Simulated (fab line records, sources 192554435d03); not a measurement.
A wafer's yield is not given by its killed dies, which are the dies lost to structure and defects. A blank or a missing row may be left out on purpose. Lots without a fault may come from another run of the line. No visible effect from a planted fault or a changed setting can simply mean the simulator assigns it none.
fab line records	flow n5_finfet
record: lots: 7	wafers: 39
route steps=1938 shown BEOL_M1@800 BEOL_M2@890 BEOL_M3@991 BEOL_M6@1198 BEOL_M8@1371
start_h: hours from the record's first day to the start of the lot's first wafer shown	wait_h: hours elapsed since this lot's preceding step	" identical to the entry in the row above	L1.1+2: several wafers, shown together as one row	- either no value or no given start	* or withheld: withheld	< > ~ a bound
route shown NAME@n: a module of which the file shows steps, and the number in the route of the first	usual: mean/standard deviation of fault-free wafers	same: alike in all rows	chamber/n: place in a boat	sites: readings site by site	_std_site: their standard deviation	_edge_site: mean of outer sites minus mean of inner sites	radius_mm: how far each site lies from the wafer's centre	mask NAME#n: copy n	behind: the tool/chamber that last shaped the wafer	hold: why the lot went on hold/how many hours it stayed there/how the hold came to an end	device: the n, p or np transistor that did not switch	end of line: the route-end tests of the same wafers	where a step has no rows: the recipe by itself	killed: the dies lost at the first sort to structure and to defects; this is not the yield of the wafer	map: a wafer's dies, x killed, . not, _ none there
set.NAME: the setting as run; set.NAME@STEP: as run at that earlier step	model.NAME: the simulator's own value behind a step, which no gauge read
lots run with intentionally changed settings; tables by step, rows by wafer
== steps ==
step: N5_BEOL_M1_TRENCH_ETCH_37
recipe: chemistry: C4F6/O2	target_depth_a: 552.07	target: SiOC	time_s: 29	ion_energy_ev: 250	pressure_mtorr: 30	source_w: 355	bias_w: 185	Ar_flow_sccm: 300	C4F6_flow_sccm: 10	O2_flow_sccm: 10
lot.wafer	tool	chamber	start_h	wait_h	set.target_depth_a	model.BEOL_M1.feature_depth_nm	model.etch.depth_nm	model.TiN_of_BEOL_M1_HM_DEP_02.thk_nm
L074.1	rie_diel-04	1	-	-	419.2	41.2	41.27	18.2
L074.2	"	2	"	"	419.2	42.6	42.7	18
L074.3	"	0	"	"	419.2	41.2	41.25	18
L074.4	"	3	"	"	552.07	55.2	55.17	17.6
L074.5	"	1	"	"	552.07	53.8	53.77	17.6
L074.6	"	2	"	"	552.07	55.6	55.59	17.4
L075.1	rie_diel-03	2	-	-	552.07	53.8	53.89	17.8
L075.2	"	3	"	"	662.7	65.8	65.78	17
L075.3	"	0	"	"	552.07	54	54.09	17.6
L075.4	"	1	"	"	662.7	64.6	64.54	17.4
L075.5	"	2	"	"	552.07	54	54.05	17.6
L075.6	"	1	"	"	662.7	65.2	65.19	17.2
L078.1	rie_diel-03	3	-	-	315.5	31.2	31.29	18.4
L078.2	"	1	"	"	552.07	54.2	54.2	17.2
L078.3	"	0	"	"	315.5	30.6	30.68	18.6
L078.4	"	2	"	"	552.07	53.8	53.73	17.6
L078.5	"	3	"	"	315.5	31.6	31.62	18.4
L078.6	"	2	"	"	552.07	53.8	53.82	17.8
L083.1	rie_diel-04	2	-	-	552.07	56	55.9	17.6
L083.2	"	1	"	"	552.07	54.4	54.38	17.8
L083.3	"	0	"	"	552.07	54.4	54.36	17.6
L083.4	"	2	"	"	452.9	45.6	45.62	18
L083.5	"	0	"	"	452.9	44.4	44.44	18.2
L083.6	"	1	"	"	452.9	44.4	44.47	18.2
L088.1	rie_diel-04	1	-	-	552.07	54.6	54.64	17.8
L088.2	"	2	"	"	552.07	55.6	55.51	17.8
L088.3	"	0	"	"	552.07	54.6	54.6	17.8
L088.4	"	3	"	"	774.7	81	81.08	16.8
L088.5	"	1	"	"	774.7	75.8	75.8	16.8
L088.6	"	0	"	"	774.7	76.2	76.23	17
L089.2	rie_diel-04	2	-	-	552.07	55	55.05	17.6
L089.4	"	3	"	"	552.07	57.6	57.51	17.4
L089.5	"	3	"	"	552.07	57.8	57.71	17.4
L093.1+2	rie_diel-03	0,1	-	-	552.07	54.4	54.45	17.8
L093.3	"	3	"	"	552.07	55.2	55.28	17.6
L093.4	"	2	"	"	552.07	54.2	54.15	18
L093.5	"	2	"	"	552.07	54	53.92	17.6
L093.6	"	1	"	"	552.07	53.8	53.82	18
step: N5_BEOL_M1_ETCH_41
recipe: chemistry: CH3F/O2	target: SiCN	target_depth_a: 319	taper_deg: 2	time_s: 57.8	ion_energy_ev: 120	mask_material: TiN	pressure_mtorr: 30	source_w: 395	bias_w: 75	Ar_flow_sccm: 150	CH3F_flow_sccm: 30	O2_flow_sccm: 20
step: N5_BEOL_M1_STRIP_97
recipe: chemistry: N2/H2	time_s: 10	power_w: 450	temp_c: 40	pressure_mtorr: 20	rf_frequency_hz: 6e+07	bias_power_w: 7	n2_flow_sccm: 200	h2_flow_sccm: 200
step: N5_BEOL_M1_OCD_MEAS_38
usual: trench_depth_nm: 54.8/0.97
lot.wafer	tool	chamber	start_h	wait_h	set.target_depth_a@BEOL_M1_TRENCH_ETCH_37	trench_depth_nm
L074.1	ocd-01	-	128.13	-	419.2	41.4
L074.2	"	-	"	"	419.2	42.7
L074.3	"	-	"	"	419.2	41.2
L074.4	"	-	"	"	552.07	55.4
L074.5	"	-	"	"	552.07	53.5
L074.6	"	-	"	"	552.07	55.3
L075.1	ocd-01	-	140.77	-	552.07	53.9
L075.2	"	-	"	"	662.7	66.2
L075.3	"	-	"	"	552.07	53.7
L075.4	"	-	"	"	662.7	64.9
L075.5	"	-	"	"	552.07	54.2
L075.6	"	-	"	"	662.7	65.1
L078.1	ocd-02	-	163.06	-	315.5	31.2
L078.2	"	-	"	"	552.07	54.1
L078.3	"	-	"	"	315.5	31.1
L078.4	"	-	"	"	552.07	53.6
L078.5	"	-	"	"	315.5	31.7
L078.6	"	-	"	"	552.07	53.6
L083.1	ocd-01	-	180.01	-	552.07	56.1
L083.2	"	-	"	"	552.07	54.1
L083.3	"	-	"	"	552.07	54.6
L083.4	"	-	"	"	452.9	45.6
L083.5	"	-	"	"	452.9	44.5
L083.6	"	-	"	"	452.9	44.6
L088.1	ocd-02	-	208.01	-	552.07	54.8
L088.2	"	-	"	"	552.07	56.0
L088.3	"	-	"	"	552.07	54.7
L088.4	"	-	"	"	774.7	80.7
L088.5	"	-	"	"	774.7	75.8
L088.6	"	-	"	"	774.7	76.3
L089.2	ocd-02	-	221.86	-	552.07	55.1
L089.4	"	-	"	"	552.07	57.9
L089.5	"	-	"	"	552.07	57.6
L093.1	ocd-02	-	242.57	-	552.07	54.4
L093.2	"	-	"	"	552.07	54.1
L093.3	"	-	"	"	552.07	55.9
L093.4	"	-	"	"	552.07	54.5
L093.5	"	-	"	"	552.07	54.0
L093.6	"	-	"	"	552.07	54.1
step: N5_BEOL_M2_TRENCH_ETCH_37
recipe: chemistry: C4F6/O2	target_depth_a: 555.55	target: SiOC	time_s: 29.2	ion_energy_ev: 250	pressure_mtorr: 30	source_w: 355	bias_w: 185	Ar_flow_sccm: 300	C4F6_flow_sccm: 10	O2_flow_sccm: 10
lot.wafer	tool	chamber	start_h	wait_h	set.target_depth_a	model.BEOL_M2.feature_depth_nm	model.etch.depth_nm	model.TiN_of_BEOL_M2_HM_DEP_02.thk_nm
L074.1	rie_diel-05	0	-	-	555.55	54.6	54.67	17.4
L074.2	"	3	"	"	555.55	55	54.9	17.6
L074.3	"	2	"	"	555.55	54.4	54.31	17.2
L074.4	"	3	"	"	555.55	54.6	54.66	17.4
L074.5	"	0	"	"	555.55	55	55.05	17.2
L074.6	"	2	"	"	555.55	53.6	53.66	17.4
L075.1	rie_diel-06	3	-	-	756.3	75	75.07	17
L075.2	"	0	"	"	756.3	72.4	72.48	17
L075.3	"	1	"	"	756.3	75.8	75.75	16.8
L075.4	"	2	"	"	555.55	55.6	55.62	17.4
L075.5	"	1	"	"	555.55	55.4	55.43	17.8
L075.6	"	0	"	"	555.55	53.2	53.29	17.6
L078.1	rie_diel-06	2	-	-	555.55	56	56.06	17.6
L078.2	"	0	"	"	872.7	84	83.91	16.6
L078.3	"	1	"	"	872.7	87.4	87.32	16.2
L078.4	"	3	"	"	555.55	55.2	55.11	17.6
L078.5	"	0	"	"	872.7	84	84	16.4
L078.6	"	1	"	"	555.55	55.8	55.75	17.8
L083.1	rie_diel-05	2	-	-	253.8	24.2	24.26	18.6
L083.2	"	0	"	"	253.8	25.2	25.2	19.2
L083.3	"	3	"	"	555.55	54.2	54.28	17.4
L083.4	"	1	"	"	555.55	55.4	55.41	17.4
L083.5	"	3	"	"	253.8	25	24.97	19
L083.6	"	2	"	"	555.55	53.6	53.56	17.6
L088.1	rie_diel-01	2	-	-	555.55	55.2	55.29	18
L088.2	"	0	"	"	805.5	79.8	79.85	16.8
L088.3	"	3	"	"	555.55	54.8	54.78	17.6
L088.4	"	1	"	"	805.5	77.4	77.33	17
L088.5	"	1	"	"	555.55	53.4	53.32	17.6
L088.6	"	0	"	"	805.5	79.6	79.59	16.6
L089.2	rie_diel-06	3	-	-	555.55	55.4	55.33	17.4
L089.4	"	0	"	"	555.55	54.4	54.38	17.4
L089.5	"	0	"	"	555.55	54.8	54.87	17.4
L093.1	rie_diel-01	0	-	-	555.55	55	55.03	17.6
L093.2	"	1	"	"	555.55	53	52.93	17.8
L093.3	"	3	"	"	769.8	76.2	76.22	16.4
L093.4	"	3	"	"	769.8	75.8	75.86	16.6
L093.5	"	1	"	"	555.55	53.4	53.35	17.6
L093.6	"	0	"	"	769.8	75.8	75.71	16.8
step: N5_BEOL_M2_ETCH_41
recipe: chemistry: CH3F/O2	target: SiCN	target_depth_a: 299	taper_deg: 2	time_s: 52.5	ion_energy_ev: 120	mask_material: TiN	pressure_mtorr: 30	source_w: 395	bias_w: 75	Ar_flow_sccm: 150	CH3F_flow_sccm: 30	O2_flow_sccm: 20
step: N5_BEOL_M2_STRIP_97
recipe: chemistry: N2/H2	time_s: 10	power_w: 450	temp_c: 40	pressure_mtorr: 20	rf_frequency_hz: 6e+07	bias_power_w: 7	n2_flow_sccm: 200	h2_flow_sccm: 200
step: N5_BEOL_M2_OCD_MEAS_38
usual: trench_depth_nm: 55.0/1.1
lot.wafer	tool	chamber	start_h	wait_h	set.target_depth_a@BEOL_M2_TRENCH_ETCH_37	trench_depth_nm
L074.1	ocd-02	-	140.76	-	555.55	55.0
L074.2	"	-	"	"	555.55	54.6
L074.3	"	-	"	"	555.55	54.3
L074.4	"	-	"	"	555.55	54.3
L074.5	"	-	"	"	555.55	54.9
L074.6	"	-	"	"	555.55	53.4
L075.1	ocd-01	-	148.32	-	756.3	75.6
L075.2	"	-	"	"	756.3	72.5
L075.3	"	-	"	"	756.3	75.9
L075.4	"	-	"	"	555.55	55.7
L075.5	"	-	"	"	555.55	55.5
L075.6	"	-	"	"	555.55	53.8
L078.1	ocd-02	-	172.40	-	555.55	56.0
L078.2	"	-	"	"	872.7	84.2
L078.3	"	-	"	"	872.7	87.3
L078.4	"	-	"	"	555.55	55.2
L078.5	"	-	"	"	872.7	84.2
L078.6	"	-	"	"	555.55	55.4
L083.1	ocd-01	-	188.20	-	253.8	23.9
L083.2	"	-	"	"	253.8	24.8
L083.3	"	-	"	"	555.55	54.4
L083.4	"	-	"	"	555.55	55.3
L083.5	"	-	"	"	253.8	25.2
L083.6	"	-	"	"	555.55	53.3
L088.1	ocd-01	-	225.10	-	555.55	55.8
L088.2	"	-	"	"	805.5	79.8
L088.3	"	-	"	"	555.55	54.8
L088.4	"	-	"	"	805.5	77.2
L088.5	"	-	"	"	555.55	53.2
L088.6	"	-	"	"	805.5	79.9
L089.2	ocd-01	-	233.21	-	555.55	55.6
L089.4	"	-	"	"	555.55	54.2
L089.5	"	-	"	"	555.55	55.1
L093.1	ocd-02	-	253.75	-	555.55	55.4
L093.2	"	-	"	"	555.55	52.9
L093.3	"	-	"	"	769.8	76.1
L093.4	"	-	"	"	769.8	76.2
L093.5	"	-	"	"	555.55	53.6
L093.6	"	-	"	"	769.8	75.6
step: N5_BEOL_M2_HM_STRIP_39
recipe: chemistry: peroxide_tin_strip	material: TiN	target_depth_a: 250	temp_c: 50	time_s: 158
step: N5_BEOL_M2_SRD_40
recipe: time_s: 30	temp_c: 23	rinse_liquid: diw	dry: ipa_marangoni
step: N5_BEOL_M2_ECD_50
recipe: material: Cu	target_thk_a: 3000
step: N5_BEOL_M2_ANNEAL_51
recipe: temp_c: 225	time_s: 90	ambient: N2
step: N5_BEOL_M2_CMP_52
recipe: stop_on: SiOC	t_overpolish_s: 6.8	down_force_psi: 1	platen_rpm: 50	clearing_platen_down_force_psi: 1.5	clearing_platen_rpm: 50	post_cmp_clean: cu_alkaline	target_thk_nm: 40	clearing_platen_pad_velocity_m_s: 0.99484	pad_velocity_m_s: 0.99484
lot.wafer	tool	chamber	start_h	wait_h	set.target_depth_a@BEOL_M2_TRENCH_ETCH_37	model.Cu_of_BEOL_M2_ECD_50.thk_nm
L074.1	cmp-01	0	144.16	0.3	555.55	42
L074.2+5	"	1,0	"	"	555.55	41
L074.4	"	2	"	"	555.55	40.8
L074.3	"	3	"	"	555.55	39.4
L074.6	"	1	"	"	555.55	40.4
L075.4	cmp-04	1	151.68	0.1	555.55	39.4
L075.1	"	2	"	"	756.3	59.8
L075.2	"	3	"	"	756.3	58.8
L075.3	"	0	"	"	756.3	60.8
L075.6	"	1	"	"	555.55	37
L075.5	"	2	"	"	555.55	39.8
L078.3	cmp-01	3	176.19	0.2	872.7	74.4
L078.4	"	0	"	"	555.55	41
L078.1	"	1	"	"	555.55	43
L078.2	"	2	"	"	872.7	69
L078.6	"	3	"	"	555.55	41.4
L078.5	"	0	"	"	872.7	70.6
L083.1	cmp-03	0	191.75	0.3	253.8	7.4
L083.2	"	1	"	"	253.8	9.4
L083.4	"	2	"	"	555.55	37.6
L083.3	"	3	"	"	555.55	36.6
L083.5	"	0	"	"	253.8	8.2
L083.6	"	1	"	"	555.55	38.4
L088.4	cmp-01	0	228.44	0.1	805.5	63.6
L088.1	"	1	"	"	555.55	41.4
L088.3	"	2	"	"	555.55	39.6
L088.2	"	3	"	"	805.5	64.8
L088.6	"	0	"	"	805.5	66.2
L088.5	"	1	"	"	555.55	38.4
L089.2	cmp-01	3	236.73	0.3	555.55	40.4
L089.4	"	0	"	"	555.55	42
L089.5	"	1	"	"	555.55	40
L093.4	cmp-04	3	257.21	0.1	769.8	62.2
L093.2	"	0	"	"	555.55	37.8
L093.3	"	1	"	"	769.8	58.6
L093.1	"	2	"	"	555.55	38.6
L093.6	"	3	"	"	769.8	61.2
L093.5	"	0	"	"	555.55	37.6
step: N5_BEOL_M2_THK_MEAS_53
recipe: thk_meas_gauge: xrf	reads: Cu_of_BEOL_M2_ECD_50
usual: M2_THK: 40.3/1.8
lot.wafer	tool	chamber	start_h	wait_h	set.target_depth_a@BEOL_M2_TRENCH_ETCH_37	M2_THK[nm]
L074.1	film_metro-01	-	144.46	-	555.55	42.6
L074.2	"	-	"	"	555.55	41.4
L074.3	"	-	"	"	555.55	40.1
L074.4	"	-	"	"	555.55	41.3
L074.5	"	-	"	"	555.55	41.6
L074.6	"	-	"	"	555.55	41.1
L075.1	film_metro-01	-	151.97	-	756.3	60.9
L075.2	"	-	"	"	756.3	59.8
L075.3	"	-	"	"	756.3	62.0
L075.4	"	-	"	"	555.55	40.1
L075.5	"	-	"	"	555.55	40.6
L075.6	"	-	"	"	555.55	37.5
L078.1	film_metro-02	-	176.49	-	555.55	43.7
L078.2	"	-	"	"	872.7	70.4
L078.3	"	-	"	"	872.7	75.9
L078.4	"	-	"	"	555.55	41.6
L078.5	"	-	"	"	872.7	72.0
L078.6	"	-	"	"	555.55	42.1
L083.1	film_metro-01	-	192.05	-	253.8	7.4
L083.2	"	-	"	"	253.8	9.5
L083.3	"	-	"	"	555.55	37.0
L083.4	"	-	"	"	555.55	37.9
L083.5	"	-	"	"	253.8	8.3
L083.6	"	-	"	"	555.55	39.1
L088.1	film_metro-02	-	228.74	-	555.55	42.0
L088.2	"	-	"	"	805.5	65.4
L088.3	"	-	"	"	555.55	39.9
L088.4	"	-	"	"	805.5	64.1
L088.5	"	-	"	"	555.55	38.8
L088.6	"	-	"	"	805.5	66.9
L089.2	film_metro-02	-	236.95	-	555.55	40.9
L089.4	"	-	"	"	555.55	42.5
L089.5	"	-	"	"	555.55	40.3
L093.1	film_metro-02	-	257.50	-	555.55	38.9
L093.2	"	-	"	"	555.55	38.1
L093.3	"	-	"	"	769.8	58.8
L093.4	"	-	"	"	769.8	62.6
L093.5	"	-	"	"	555.55	37.8
L093.6	"	-	"	"	769.8	61.8
step: N5_BEOL_M3_ALD_84
recipe: material: TaN	target_thk_a: *	temp_c: 275	ald_precursor_family: PDMAT	ald_co_reactant: NH3	pressure_torr: 3	carrier_flow_sccm: 1500	pulse_time_s: 2	purge_time_s: 3	co_reactant_purge_time_s: 2	co_reactant_pulse_time_s: 3	ald_cycles: 30	precursor_vessel_temp_c: 75	precursor_vessel_pressure_torr: 26.25	precursor_vessel_carrier_sccm: 1000
lot.wafer	tool	chamber	start_h	wait_h	set.ald_cycles	model.TaN_of_BEOL_M3_ALD_84.thk_nm
L074.1+2+4	ald_metal-04	2,1,0	148.23	0.1	41	*
L074.3+6	"	3	"	"	30	*
L074.5	"	2	"	"	30	*
L075.1	ald_metal-04	3	161.07	0.0	30	*
L075.2+4	"	2,0	"	"	30	*
L075.3+5+6	"	1,1,0	"	"	44	*
L078.1+6	ald_metal-03	1,0	184.99	0.3	30	*
L078.2+3+4	"	3,2,0	"	"	19	*
L078.5	"	3	"	"	30	*
L083.1+3+4+5+6	ald_metal-03	0,1,3,0,3	196.39	0.0	30	*
L083.2	"	2	"	"	30	*
L088.1+2+5	ald_metal-01	0,1,3	237.31	0.0	38	*
L088.3	"	2	"	"	30	*
L088.4+6	"	3,2	"	"	30	*
L089.2+5	ald_metal-04	0	243.17	0.0	30	*
L089.4	"	3	"	"	30	*
L093.1+2+4	ald_metal-01	0,3,2	275.77	0.1	30	*
L093.3+5+6	"	1,2,1	"	"	30	*
step: N5_BEOL_M6_HM_DEP_02
recipe: material: TiN	target_thk_a: 200	temp_c: 25	chamber_pressure_pa: 0.49996
lot.wafer	tool	chamber	start_h	wait_h	set.target_thk_a	model.TiN_of_BEOL_M6_HM_DEP_02.thk_nm
L074.1+5	pvd_sputter-02	-	178.47	1.8	200	19.8
L074.2+3+4	"	-	"	"	168.1	16.8
L074.6	"	-	"	"	200	20
L075.1+6	pvd_sputter-02	-	187.56	0.9	200	19.6
L075.2+3+4+5	"	-	"	"	200	19.8
L078.1+4	pvd_sputter-01	-	222.23	0.7	200	20.2
L078.2	"	-	"	"	200	20.4
L078.3	"	-	"	"	200	20
L078.5+6	"	-	"	"	200	20.6
L083.1+4	pvd_sputter-03	-	236.62	1.9	200	19.8
L083.2	"	-	"	"	200	20
L083.3+5	"	-	"	"	289.7	28.8
L083.6	"	-	"	"	289.7	28.6
L088.1	pvd_sputter-03	-	271.21	1.2	200	19.6
L088.2	"	-	"	"	200	19.8
L088.3+5	"	-	"	"	289.4	28.6
L088.4	"	-	"	"	200	20
L088.6	"	-	"	"	289.4	28.8
L089.2+4	pvd_sputter-01	-	271.41	0.3	200	20
L089.5	"	-	"	"	200	20.2
L093.1	pvd_sputter-02	-	302.52	0.7	200	20.2
L093.2+3+4+5+6	"	-	"	"	200	20
step: N5_BEOL_M6_COAT_59
recipe: resist: SOC	temp_c: 250	time_s: 60	spin_rpm: 1500	resist_thk_nm: 100
step: N5_BEOL_M6_COAT_60
recipe: resist: SiARC	temp_c: 220	time_s: 60	spin_rpm: 1500	resist_thk_nm: 35
step: N5_BEOL_M6_STRIP_68
recipe: chemistry: N2/H2	temp_c: 40	n2_flow_sccm: 200	h2_flow_sccm: 200	rf_frequency_hz: 6e+07
step: N5_BEOL_M6_STRIP_67
recipe: chemistry: CF4	resist: SiARC	power_w: 300	bias_power_w: 75	pressure_mtorr: 50	cf4_flow_sccm: 150	rf_frequency_hz: 6e+07
step: N5_BEOL_M6_HM_OPEN_17
recipe: chemistry: Cl2/BCl3	target_depth_a: 200	overetch_a: 60	target: TiN	mask_material: SOC	ion_energy_ev: 150	pressure_mtorr: 10	icp_w: 1000	bias_w: 126	Cl2_flow_sccm: 53.25	bcl3_flow_sccm: 21.75	Ar_flow_sccm: 25
lot.wafer	tool	chamber	start_h	wait_h	set.target_thk_a@BEOL_M6_HM_DEP_02	model.etch.depth_nm
L074.1	rie_metal-01	1	179.56	0.0	200	19.82
L074.2	"	0	"	"	168.1	16.74
L074.3	"	1	"	"	168.1	16.77
L074.4	"	0	"	"	168.1	16.72
L074.5	"	0	"	"	200	19.83
L074.6	"	1	"	"	200	19.93
L075.1	rie_metal-01	1	188.77	0.0	200	19.61
L075.2	"	0	"	"	200	19.71
L075.3	"	1	"	"	200	19.7
L075.4	"	0	"	"	200	19.73
L075.5	"	1	"	"	200	19.75
L075.6	"	0	"	"	200	19.63
L078.1	rie_metal-01	1	223.09	0.0	200	20.3
L078.2	"	0	"	"	200	20.42
L078.3	"	0	"	"	200	20
L078.4	"	1	"	"	200	20.26
L078.5	"	0	"	"	200	20.5
L078.6	"	1	"	"	200	20.56
L083.1	rie_metal-01	1	237.72	0.0	200	19.83
L083.2	"	0	"	"	200	19.95
L083.3	"	1	"	"	289.7	26.76
L083.4	"	0	"	"	200	19.86
L083.5	"	0	"	"	289.7	25.53
L083.6	"	1	"	"	289.7	26.65
L088.1	rie_metal-02	1	272.27	0.0	200	19.64
L088.2	"	0	"	"	200	19.72
L088.3	"	1	"	"	289.4	26.86
L088.4	"	0	"	"	200	19.92
L088.5	"	1	"	"	289.4	26.91
L088.6	"	0	"	"	289.4	26.69
L089.2	rie_metal-01	0	272.53	0.0	200	20
L089.4	"	1	"	"	200	20.01
L089.5	"	1	"	"	200	20.14
L093.1	rie_metal-02	0	303.39	0.0	200	20.14
L093.2+6	"	1,0	"	"	200	19.96
L093.3	"	0	"	"	200	20.01
L093.4	"	1	"	"	200	19.93
L093.5	"	1	"	"	200	19.94
step: N5_BEOL_M8_ETCH_66
recipe: chemistry: N2/H2	target: SOC	target_depth_a: 800	overetch_a: 160	mask_material: SiARC	temp_c: 40	time_s: 120	ion_energy_ev: 200	pressure_mtorr: 30	source_w: 840	bias_w: 150	n2_flow_sccm: 200	h2_flow_sccm: 200
lot.wafer	tool	chamber	start_h	wait_h	set.target_depth_a	model.etch.depth_nm	model.SiARC_of_BEOL_M8_COAT_64.thk_nm
L074.1	rie_diel-01	3	199.04	0.0	929	60.26	5.8
L074.2	"	2	"	"	800	60.27	6.4
L074.3	"	0	"	"	800	60.22	6.6
L074.4	"	1	"	"	929	60.3	6.2
L074.5	"	3	"	"	929	60.11	5.6
L074.6	"	0	"	"	800	60.24	6.6
L075.1	rie_diel-01	2	207.05	0.0	386.6	55.07	8.8
L075.2	"	3	"	"	800	60.32	6.4
L075.3	"	0	"	"	386.6	54.29	9
L075.4	"	1	"	"	800	60.13	6.8
L075.5	"	0	"	"	800	60.35	6.6
L075.6	"	3	"	"	386.6	54.34	8.8
L078.1	rie_diel-06	1	239.85	0.0	607.6	60.08	7.4
L078.2	"	3	"	"	607.6	60.01	7.6
L078.3	"	2	"	"	607.6	59.98	7.4
L078.4	"	0	"	"	800	60.13	6.8
L078.5	"	2	"	"	800	60.09	6.2
L078.6	"	1	"	"	800	60.12	6.2
L083.1	rie_diel-06	2	253.05	0.0	566.6	60.22	7.6
L083.2	"	1	"	"	800	60.35	6.2
L083.3	"	0	"	"	566.6	59.97	8
L083.4	"	3	"	"	800	60.07	6.6
L083.5	"	2	"	"	800	60.18	6.2
L083.6	"	3	"	"	566.6	60.06	7.8
L089.2	rie_diel-06	1	290.71	0.0	800	60.16	6.2
L089.4	"	1	"	"	800	60.27	6.2
L089.5	"	0	"	"	800	60.22	6.8
L088.1	rie_diel-06	0	291.17	0.0	800	59.97	6.8
L088.2	"	3	"	"	1020	60.07	5.2
L088.3	"	1	"	"	1020	60.19	4.8
L088.4	"	0	"	"	800	60.12	6.8
L088.5	"	3	"	"	1020	60.24	5.2
L088.6	"	1	"	"	800	60.14	6.2
L093.1	rie_diel-05	1	320.36	0.0	567.6	60.15	7.6
L093.2	"	2	"	"	800	60.14	6.2
L093.3	"	0	"	"	800	60.19	6.6
L093.4	"	3	"	"	567.6	60.14	7.8
L093.5	"	0	"	"	800	60.11	6.6
L093.6	"	3	"	"	567.6	60.1	7.8
== key ==
split: step: N5_BEOL_M1_TRENCH_ETCH_37	setting: target_depth_a	stated: 552.07	by: wafer
response: step: N5_BEOL_M1_TRENCH_ETCH_37	reading: model.BEOL_M1.feature_depth_nm	change: +0.55	per: 1%	r: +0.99
response: step: N5_BEOL_M1_TRENCH_ETCH_37	reading: model.etch.depth_nm	change: +0.548	per: 1%	r: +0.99
response: step: N5_BEOL_M1_TRENCH_ETCH_37	reading: model.TiN_of_BEOL_M1_HM_DEP_02.thk_nm	change: -0.0227	per: 1%	r: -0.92
response: step: N5_BEOL_M1_OCD_MEAS_38	reading: trench_depth_nm	change: +0.543	per: 1%	r: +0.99
split: step: N5_BEOL_M2_TRENCH_ETCH_37	setting: target_depth_a	stated: 555.55	by: wafer
response: step: N5_BEOL_M2_TRENCH_ETCH_37	reading: model.BEOL_M2.feature_depth_nm	change: +0.54	per: 1%	r: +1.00
response: step: N5_BEOL_M2_TRENCH_ETCH_37	reading: model.etch.depth_nm	change: +0.54	per: 1%	r: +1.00
response: step: N5_BEOL_M2_TRENCH_ETCH_37	reading: model.TiN_of_BEOL_M2_HM_DEP_02.thk_nm	change: -0.0235	per: 1%	r: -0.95
response: step: N5_BEOL_M2_OCD_MEAS_38	reading: trench_depth_nm	change: +0.541	per: 1%	r: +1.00
response: step: N5_BEOL_M2_CMP_52	reading: model.Cu_of_BEOL_M2_ECD_50.thk_nm	change: +0.547	per: 1%	r: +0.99
response: step: N5_BEOL_M2_THK_MEAS_53	reading: M2_THK	change: +0.556	per: 1%	r: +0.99
split: step: N5_BEOL_M3_ALD_84	setting: ald_cycles	stated: 30	by: wafer
response: step: N5_BEOL_M3_ALD_84	reading: model.TaN_of_BEOL_M3_ALD_84.thk_nm	change: *	per: 1%	r: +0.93
split: step: N5_BEOL_M6_HM_DEP_02	setting: target_thk_a	stated: 200	by: wafer
response: step: N5_BEOL_M6_HM_DEP_02	reading: model.TiN_of_BEOL_M6_HM_DEP_02.thk_nm	change: +0.198	per: 1%	r: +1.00
response: step: N5_BEOL_M6_HM_OPEN_17	reading: model.etch.depth_nm	change: +0.153	per: 1%	r: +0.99
split: step: N5_BEOL_M8_ETCH_66	setting: target_depth_a	stated: 800	by: wafer
response: step: N5_BEOL_M8_ETCH_66	reading: model.etch.depth_nm	shape: bent	at_lowest: 54.57	at_stated: 60.18	at_highest: 60.16
response: step: N5_BEOL_M8_ETCH_66	reading: model.SiARC_of_BEOL_M8_COAT_64.thk_nm	change: -0.0462	per: 1%	r: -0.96
